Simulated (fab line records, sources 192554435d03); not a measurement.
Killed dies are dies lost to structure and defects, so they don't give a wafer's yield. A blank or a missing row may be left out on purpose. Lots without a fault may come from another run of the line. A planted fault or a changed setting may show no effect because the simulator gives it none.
fab line records | flow n5_finfet
record lots=11 wafers=32 last_day=18
route steps=1938 shown SDB@373 HKMG_FIN@395 PASSIVATION@1936
lots that met no fault: from a run of the same line without faults
start_h: hours from the record's first day to the start of the lot's first wafer shown | wait_h: hours since the lot's step before | " the same as in the row above | L1.1+2: a row that stands for several wafers | - no value, or no start given | * or withheld: withheld | < > ~ a bound
route shown NAME@n: a module of which the file shows steps, and the number in the route of the first | usual: mean/standard deviation of fault-free wafers | same: alike in all rows | chamber/n: place in a boat | sites: the reading at each site | _std_site: their standard deviation | _edge_site: outer sites' mean less inner sites' | radius_mm: how far each site lies from the wafer's centre | mask NAME#n: copy n | behind: the tool/chamber that last shaped the wafer | hold: why the lot was held/for how many hours/how that ended | device: the transistor (n, p or np) that didn't switch | end of line: the same wafers' tests at the end of the route | a step without rows: its recipe alone | killed: dies lost to structure and defects at the first sort, not the wafer's yield | map: a wafer's dies, x killed, . not, _ none there
set.NAME: the setting as run; set.NAME@STEP: as run at that earlier step | model.NAME: the simulator's own value behind a step, which no gauge read
steps of the route over a sample of lots; a table a step, a row a wafer
services: from which hour (start_h, from the record's first day; less than 0 if before it) a tool's chamber was out of use, for how many hours, and why
## steps
# step N5_SDB_ALD_29
# recipe material=SiNx target_thk_a=300 temp_c=400 ald_precursor_family=SiH2I2 ald_co_reactant=N2/H2-plasma pulse_time_s=1 ald_cycles=600 purge_time_s=2 co_reactant_purge_time_s=2 pressure_torr=2
# usual heater_power_w=892/100 precursor_pulse_height_rel=1.003/0.02
# columns lot.wafer tool chamber start_h wait_h heater_power_w precursor_pulse_height_rel since_wet_clean_h
L497.3 ald_sin-04 2 66.14 0.0 1130 0.974 164
L497.4 " 1 " " 767 1.013 164
L497.5 " 0 67.49 1.4 996 0.993 -
L498.2 ald_sin-03 0 75.70 0.0 823 1.030 357
L498.5 " 0 77.05 1.4 858 1.001 -
L498.6 " 1 " " 817 1.026 -
L502.3 ald_sin-04 1 101.13 0.7 778 0.990 199
L502.4 " 2 " " 1109 0.985 199
L502.6 " 1 102.49 2.1 782 1.056 -
L503.3 ald_sin-01 0 105.71 1.0 895 1.024 296
L503.4 " 0 107.06 2.4 930 1.003 -
L503.5 " 3 " " 911 1.011 -
L505.2 ald_sin-01 3 117.35 0.0 928 0.993 307
L505.6 " 0 118.70 1.4 917 1.023 -
L512.1 ald_sin-03 2 161.20 0.0 807 1.060 61
L512.4 " 1 " " 751 1.026 61
L512.5 " 0 162.55 1.4 841 1.005 -
L515.2 ald_sin-04 3 178.11 1.1 910 0.994 276
L515.3 " 0 " " 1011 1.043 276
L515.4 " 1 " " 776 0.979 276
L516.1 ald_sin-04 1 184.64 0.0 785 1.039 283
L516.3 " 3 " " 907 1.013 283
L516.6 " 1 185.99 1.4 786 1.004 -
L517.2 ald_sin-03 1 185.16 0.2 768 1.016 85
L517.3 " 3 " " 917 1.002 85
L517.5 " 0 186.51 1.6 862 0.989 -
L518.1 ald_sin-03 3 194.27 0.0 910 1.002 94
L518.3 " 2 " " 791 1.015 94
L518.4 " 1 " " 750 1.012 94
L519.1 ald_sin-01 1 205.42 0.0 911 1.014 15
L519.3 " 2 " " 869 1.036 15
L519.5 " 0 206.78 1.4 832 1.017 -
# step N5_HKMG_FIN_EXPOSE_46
# recipe mask_id=NDIPOLE na=1.35 source_shape=conventional sigma_outer=0.8 polarization=unpolarized dose_mj=40
# usual reticle_temp_C=23.01/0.096
# columns lot.wafer tool chamber start_h wait_h mask reticle_temp_C
L497.3 arfi_scanner-03 0 70.56 - NDIPOLE#0 22.97
L497.4 " 0 " " NDIPOLE#0 22.96
L497.5 " 0 " " NDIPOLE#0 22.97
L498.2 arfi_scanner-03 0 80.36 - NDIPOLE#0 23.02
L498.5 " 0 " " NDIPOLE#0 23.03
L498.6 " 0 " " NDIPOLE#0 23.18
L502.3 arfi_scanner-03 0 105.55 - NDIPOLE#0 22.92
L502.4 " 0 " " NDIPOLE#0 22.90
L502.6 " 0 " " NDIPOLE#0 22.96
L503.3 arfi_scanner-03 0 110.08 - NDIPOLE#0 22.96
L503.4 " 0 " " NDIPOLE#0 22.92
L503.5 " 0 " " NDIPOLE#0 23.09
L505.2 arfi_scanner-03 0 121.91 - NDIPOLE#0 23.01
L505.6 " 0 " " NDIPOLE#0 23.02
L512.1 arfi_scanner-02 0 165.84 - NDIPOLE#0 23.03
L512.4 " 0 " " NDIPOLE#0 23.05
L512.5 " 0 " " NDIPOLE#0 23.00
L515.2 arfi_scanner-01 0 182.58 - NDIPOLE#0 23.14
L515.3 " 0 " " NDIPOLE#0 23.05
L515.4 " 0 " " NDIPOLE#0 22.91
L516.1 arfi_scanner-02 0 190.56 - NDIPOLE#0 22.99
L516.3 " 0 " " NDIPOLE#0 22.94
L516.6 " 0 " " NDIPOLE#0 23.04
L517.2 arfi_scanner-02 0 190.68 - NDIPOLE#0 23.14
L517.3 " 0 " " NDIPOLE#0 23.17
L517.5 " 0 " " NDIPOLE#0 22.99
L518.1 arfi_scanner-03 0 198.86 - NDIPOLE#0 23.02
L518.3 " 0 " " NDIPOLE#0 22.92
L518.4 " 0 " " NDIPOLE#0 22.89
L519.1 arfi_scanner-03 0 210.14 - NDIPOLE#0 22.82
L519.3 " 0 " " NDIPOLE#0 23.13
L519.5 " 0 " " NDIPOLE#0 22.92
# step N5_HKMG_FIN_CD_MEAS_49
# recipe target_cd_nm=202 landing_energy_ev=500 detector=se_inlens polarity=opening
# usual cd_nm=202.3/0.55
# columns lot.wafer tool chamber start_h wait_h cd_nm
L497.3 cd_sem-03 0 70.67 - 203.1
L497.4 " 0 " " 203.2
L497.5 " 0 " " 202.3
L498.2 cd_sem-01 0 80.48 - 202.4
L498.5 " 0 " " 202.0
L498.6 " 0 " " 201.6
L502.3 cd_sem-02 0 105.67 - 201.8
L502.4 " 0 " " 201.6
L502.6 " 0 " " 282.2
L503.3 cd_sem-03 0 110.19 - 202.7
L503.4 " 0 " " 201.6
L503.5 " 0 " " 279.5
L505.2 cd_sem-03 0 122.03 - 202.7
L505.6 " 0 " " 277.8
L512.1 cd_sem-01 0 165.97 - 202.5
L512.4 " 0 " " 202.7
L512.5 " 0 " " 202.2
L515.2 cd_sem-03 0 182.70 - 202.0
L515.3 " 0 " " 201.8
L515.4 " 0 " " 202.3
L516.1 cd_sem-02 0 190.68 - 202.6
L516.3 " 0 " " 202.6
L516.6 " 0 " " 202.1
L517.2 cd_sem-01 0 190.80 - 202.8
L517.3 " 0 " " 201.9
L517.5 " 0 " " 201.9
L518.1 cd_sem-03 0 198.99 - 202.1
L518.3 " 0 " " 202.1
L518.4 " 0 " " 202.9
L519.1 cd_sem-03 0 210.27 - 202.2
L519.3 " 0 " " 203.4
L519.5 " 0 " " 201.8
# step N5_HKMG_FIN_ETCH_58
# recipe chemistry=N2/H2 target=SOC target_depth_a=2158 ion_energy_ev=50 bias_w=13 time_s=741 pressure_mtorr=30 source_w=875 n2_flow_sccm=200 h2_flow_sccm=200
# usual drypump_motor_current_A=5.8/0.49 oes_product_au=0.75/0.078 rf_vpp_V=99.1/0.95 showerhead_plenum_p_Torr=2.53/0.085 throttle_valve_pct=17.81/0.25
# columns lot.wafer tool chamber start_h wait_h drypump_motor_current_A oes_product_au rf_hours_counter_h rf_vpp_V showerhead_plenum_p_Torr throttle_valve_pct
L497.3 rie_diel-04 1 71.06 0.0 6.3 0.70 213 98.2 2.51 17.64
L497.4 " 0 " " 6.7 0.69 - 98.6 2.43 18.17
L497.5 " 1 " " 6.3 0.70 - 98.4 2.51 17.64
L498.2 rie_diel-02 2 81.02 0.0 5.2 0.72 194 99.0 2.65 18.29
L498.5 " 3 " " 5.6 0.78 - 98.6 2.55 17.74
L498.6 " 2 " " 5.2 0.72 - 98.2 2.65 18.26
L502.3 rie_diel-03 0 106.06 0.0 5.6 0.76 163 99.4 2.55 17.85
L502.4 " 3 " " 5.7 0.72 231 98.4 2.39 17.96
L502.6 " 1 " " 5.3 0.87 - 100.2 2.60 17.46
L503.3 rie_diel-02 3 111.46 0.0 5.6 0.77 151 99.9 2.54 17.75
L503.4 " 0 " " 5.3 0.71 181 97.8 2.41 17.48
L503.5 " 1 " " 6.2 0.72 - 99.5 2.64 17.83
L505.2 rie_diel-04 1 122.51 0.0 6.3 0.69 232 98.5 2.51 17.68
L505.6 " 3 " " 6.5 0.93 - 100.4 2.60 17.70
L512.1 rie_diel-03 2 166.67 0.0 5.4 0.80 95 98.9 2.55 17.50
L512.4 " 0 " " 5.6 0.75 - 98.9 2.54 17.89
L512.5 " 2 " " 5.4 0.80 - 99.8 2.55 17.49
L515.2 rie_diel-02 2 183.09 0.0 5.2 0.70 230 99.3 2.64 18.35
L515.3 " 1 " " 6.2 0.71 215 100.4 2.63 17.86
L515.4 " 3 " " 5.6 0.75 174 101.1 2.53 17.79
L516.1 rie_diel-02 3 191.08 0.0 5.6 0.76 176 98.0 2.53 17.80
L516.3 " 1 " " 6.3 0.71 218 99.8 2.63 17.86
L516.6 " 1 " " 6.2 0.71 - 100.3 2.63 17.87
L517.2 rie_diel-03 2 191.19 0.0 5.4 0.80 105 99.2 2.54 17.51
L517.3 " 0 " " 5.6 0.74 197 99.3 2.54 17.91
L517.5 " 1 " " 5.3 0.81 - 98.6 2.58 17.51
L518.1 rie_diel-02 0 199.38 0.0 5.3 0.70 209 97.1 2.40 17.55
L518.3 " 2 " " 5.2 0.69 236 100.0 2.64 18.36
L518.4 " 1 " " 6.2 0.70 221 98.6 2.63 17.85
L519.1 rie_diel-03 2 210.66 0.0 5.4 0.80 112 100.2 2.54 17.52
L519.3 " 0 " " 5.6 0.73 204 98.4 2.53 17.94
L519.5 " 3 " " 5.7 0.97 - 99.3 2.70 17.55
# step N5_HKMG_FIN_STRIP_60
# recipe chemistry=N2/H2 power_w=2500 temp_c=300 h2_frac=0.65 time_s=360 pressure_mtorr=withheld n2_flow_sccm=1750 h2_flow_sccm=3250
# usual drypump_motor_current_A=5.79/0.26 heater_power_w=468/18 temp_c=300.05/0.19
# columns lot.wafer tool chamber start_h wait_h drypump_motor_current_A heater_power_w rf_hours_counter_h temp_c
L497.3 plasma_asher-01 1 71.76 0.1 5.83 468 - 300.01
L497.4 " 0 " " 6.02 462 - 299.90
L497.5 " 1 " " 5.84 490 - 300.17
L498.2 plasma_asher-01 1 81.84 0.0 5.81 479 87 299.98
L498.5 " 1 " " 5.81 486 - 300.18
L498.6 " 0 " " 6.01 460 - 299.92
L502.3 plasma_asher-01 1 106.75 0.1 5.83 473 - 300.08
L502.4 " 0 " " 6.03 474 - 300.47
L502.6 " 1 " " 5.83 474 - 299.96
L503.3 plasma_asher-02 1 112.17 0.1 5.99 491 - 300.16
L503.4 " 0 " " 5.35 430 - 300.14
L503.5 " 0 " " 5.35 446 - 300.12
L505.2 plasma_asher-02 0 123.09 0.0 5.37 452 47 299.95
L505.6 " 1 " " 5.98 484 - 299.85
L512.1 plasma_asher-02 0 167.24 0.0 5.34 449 56 299.97
L512.4 " 1 " " 5.95 477 - 300.22
L512.5 " 0 " " 5.35 446 - 300.19
L515.2 plasma_asher-01 1 183.67 0.0 5.79 487 105 299.93
L515.3 " 1 " " 5.79 468 - 300.07
L515.4 " 0 " " 6.01 462 - 300.27
L516.1 plasma_asher-02 0 191.65 0.0 5.36 439 61 299.66
L516.3 " 1 " " 5.97 468 - 300.26
L516.6 " 1 " " 5.98 489 - 299.71
L517.2 plasma_asher-01 0 191.83 0.1 6.00 454 108 299.88
L517.3 " 1 " " 5.81 476 - 300.31
L517.5 " 1 " " 5.84 474 - 300.12
L518.1 plasma_asher-02 0 199.95 0.0 5.37 447 63 300.25
L518.3 " 0 " " 5.37 439 - 300.10
L518.4 " 1 " " 5.95 475 - 299.76
L519.1 plasma_asher-02 0 211.24 0.0 5.38 438 64 299.92
L519.3 " 0 " " 5.41 432 - 300.16
L519.5 " 1 " " 5.99 492 - 299.88
# step N5_PASSIVATION_PROBE_49
# usual killed_at_M0_to_M3=37/12 killed_at_M4_up=14/5.3 killed_at_contacts=12/6.2 killed_at_front_end=41/11 killed_at_other=3.7/2.9 killed_dies=107/17 killed_on_rim=14/4.4 killed_open=71/12 killed_short=34/7.9
# same gross_dies=1180 killed_at_back_side=0
# columns lot.wafer tool chamber start_h wait_h killed_at_M0_to_M3 killed_at_M4_up killed_at_contacts killed_at_front_end killed_at_other killed_dies killed_on_rim killed_open killed_short
L503.3 prober-01 - 310.99 0.1 51 10 9 31 4 105 18 74 31
L503.4 prober-01 - 311.04 0.2 25 16 17 32 2 92 13 65 27
L503.5 prober-01 - 311.09 0.2 40 19 12 1108 1 1180 152 75 32
L502.3 prober-01 - 313.30 0.1 44 10 10 65 4 133 17 84 45
L502.4 prober-01 - 313.35 0.2 20 12 15 35 1 83 18 49 30
L502.6 prober-01 - 313.45 0.3 29 6 15 1129 1 1180 152 55 33
L505.2 prober-02 - 325.09 0.1 37 8 3 48 0 96 9 58 36
L505.6 prober-02 - 325.29 0.3 34 19 8 1118 1 1180 152 71 42
# killed by level:class
L503.3 BEOL_M0_SAQP:geometric_particle:open=16 BEOL_M0_SAQP:geometric_particle:short=12 STI_FIN_REVEAL:geometric_particle:open=9 BEOL_M1:geometric_particle:open=8 MOL_CONTACT_COAG:geometric_particle:open=7 BEOL_M3:geometric_particle:open=6 BEOL_M2:geometric_particle:open=5 FIN_SAQP:geometric_particle:short=4
L503.4 MOL_CONTACT_COAG:geometric_particle:open=12 STI_FIN_REVEAL:geometric_particle:open=7 BEOL_M0_SAQP:geometric_particle:short=7 BEOL_M0_SAQP:geometric_particle:open=7 BEOL_M4:geometric_particle:open=7 FIN_SAQP:geometric_particle:open=5 FIN_SAQP:geometric_particle:short=5 MOL_CONTACT_COAG:geometric_particle:short=5
L503.5 HKMG_FIN:area_expose=1073 BEOL_M0_SAQP:geometric_particle:short=11 FIN_SAQP:geometric_particle:open=9 MOL_CONTACT_COAG:geometric_particle:open=9 BEOL_M2:geometric_particle:open=9 BEOL_M0_SAQP:geometric_particle:open=7 BEOL_M1:geometric_particle:open=7 BEOL_M4:geometric_particle:open=7
L502.3 STI_FIN_REVEAL:geometric_particle:open=26 BEOL_M0_SAQP:geometric_particle:short=10 MOL_CONTACT_COAG:geometric_particle:open=9 BEOL_M0_SAQP:geometric_particle:open=8 BEOL_M1:geometric_particle:open=8 FIN_SAQP:geometric_particle:open=5 STI_FIN_REVEAL:geometric_particle:short=5 DUMMY_GATE:geometric_particle:open=5
L502.4 MOL_CONTACT_COAG:geometric_particle:open=11 STI_FIN_REVEAL:geometric_particle:open=7 BEOL_M0_SAQP:geometric_particle:short=7 BEOL_M0_SAQP:geometric_particle:open=6 DUMMY_GATE:geometric_particle:open=5 BEOL_M5:geometric_particle:open=5 MOL_CONTACT_COAG:geometric_particle:short=4 HKMG_FIN:area_etch=4
L502.6 HKMG_FIN:area_expose=1091 MOL_CONTACT_COAG:geometric_particle:open=13 BEOL_M1:geometric_particle:open=13 STI_FIN_REVEAL:geometric_particle:open=10 GATE_CUT:geometric_particle:short=6 BEOL_M0_SAQP:geometric_particle:short=5 BEOL_M1:geometric_particle:short=5 BEOL_M0_SAQP:geometric_particle:open=4
L505.2 FIN_SAQP:geometric_particle:open=18 BEOL_M0_SAQP:geometric_particle:short=12 BEOL_M2:geometric_particle:open=10 STI_FIN_REVEAL:geometric_particle:open=8 BEOL_M0_SAQP:geometric_particle:open=7 GATE_CUT:geometric_particle:short=4 STARTING-WAFER:geometric_particle:short=4 FIN_SAQP:geometric_particle:short=3
L505.6 HKMG_FIN:area_expose=1067 FIN_SAQP:geometric_particle:open=12 FIN_SAQP:geometric_particle:short=12 STI_FIN_REVEAL:geometric_particle:open=10 BEOL_M0_SAQP:geometric_particle:short=9 MOL_CONTACT_COAG:geometric_particle:open=6 BEOL_M3:geometric_particle:open=6 BEOL_M0_SAQP:geometric_particle:open=5
## services
# columns tool chamber start_h hours kind
arfi_scanner-03 - 42.60 1.0 pm
arfi_scanner-02 - 57.14 1.0 pm
plasma_asher-02 - 63.04 2.8 pm
rie_diel-03 0 64.56 13.4 repair
arfi_scanner-03 - 65.90 3.9 pm
arfi_scanner-02 - 67.34 45.5 repair
ald_sin-03 - 71.17 0.7 repair
rie_diel-02 0 79.64 8.6 repair
rie_diel-02 1 79.64 3.7 repair
ald_sin-03 - 86.48 14.0 pm
plasma_asher-01 - 90.19 7.5 repair
ald_sin-03 - 100.48 6.1 pm
arfi_scanner-02 - 112.87 1.3 pm
arfi_scanner-03 - 114.17 1.0 pm
ald_sin-03 - 115.30 6.0 pm
arfi_scanner-03 - 122.06 1.3 pm
rie_diel-02 - 145.40 4.3 pm
arfi_scanner-03 - 145.43 0.8 pm
arfi_scanner-02 - 153.63 0.8 pm
ald_sin-04 - 161.65 6.1 pm
rie_diel-02 - 163.03 3.2 repair
arfi_scanner-03 - 163.39 1.5 pm
rie_diel-03 3 189.80 9.6 repair
arfi_scanner-02 - 202.79 1.3 pm
## key
first_sign step=N5_HKMG_FIN_CD_MEAS_49 reading=cd_nm direction=up sigmas=99+ usual=202.3 struck=279.8
effect step=N5_PASSIVATION_PROBE_49 reading=killed_at_front_end direction=up sigmas=99+ usual=41 struck=1118
more_kills_born_at N5_HKMG_FIN_EXPOSE_46@arfi_scanner-03=3231
met_at N5_HKMG_FIN_EXPOSE_46
struck_lots L502,L503,L505
struck_wafers L502.6,L503.5,L505.6
later_rows_left_out L502.6,L503.5,L505.6
tester_left_out L502,L503,L505
not_acting_at N5_SDB_ALD_29,N5_HKMG_FIN_ETCH_58,N5_HKMG_FIN_STRIP_60
onset_between 80.36 105.55
fault kind=process_parameter_drift tool=arfi_scanner-03 chamber=- onset_h=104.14 steps=N5_HKMG_FIN_EXPOSE_46 channel=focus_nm offset=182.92 shape=step end_h=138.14 scope=struck_wafers_only
# tester_left_out: of these lots the tester's yield and bins aren't shown, on N5 and GAA mostly nor the transistor test; their killed dies are dies lost to structure and defects alone, not to doping, threshold or leakage, so they don't give the yield
# later_rows_left_out: the simulator's readings of these wafers behind a module that went badly wrong aren't trusted and aren't shown, but for the sort
